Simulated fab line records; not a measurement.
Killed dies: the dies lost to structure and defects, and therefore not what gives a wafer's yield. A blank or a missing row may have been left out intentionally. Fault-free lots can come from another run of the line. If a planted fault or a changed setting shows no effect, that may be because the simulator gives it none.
Matching of chambers ; flow nand_harc ; NHARC_A_BLC_ALD_23 on ald_metal-02: 4 sister chambers
The step deposits TiN, target thk 3 nm, pulse time 1 s, ald cycles 150. 4 wafers are shown with their chamber, then 11 later ones without.

== WAFERS WITH THEIR CHAMBER ==
wafer;chamber;heater_power_outer_w (W)
L087.2;1;676
L087.3;3;703
L087.5;2;803
L091.1;0;740

== WAFERS WITHOUT THEIR CHAMBER ==
wafer;heater_power_outer_w (W)
L091.5;707
L091.6;806
L089.2;654
L089.3;738
L089.5;737
L093.2;793
L093.3;718
L093.6;672
L096.1;666
L096.2;738
L096.3;695

== THE CHAMBER EACH PASSED THROUGH ==
wafer;from the rows above;in truth
L091.5;3;3
L091.6;2;2
L089.2;1;1
L089.3;0;0
L089.5;0;0
L093.2;2;2
L093.3;can't be placed: 3 or 0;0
L093.6;1;1
L096.1;1;1
L096.2;0;0
L096.3;can't be placed: 3 or 1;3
Correctly placed: 9 of 11. Unplaceable from these rows: 2, with the true chamber sitting among the candidates in 2. Wrongly placed: 0.
How it was worked out, from the rows above alone: a wafer's distance from a chamber is the root of the sum, over the readings, of the square of ((its reading less the chamber's mean) divided by the reading's scatter). If the next closest chamber is less than 2 further off than the closest, the wafer can't be placed; otherwise it belongs to the closest. For every chamber, the mean is computed from those of its wafers that are shown. The scatter: root of mean squared gap, hidden wafer to nearest shown wafer, with one shown wafer a chamber.
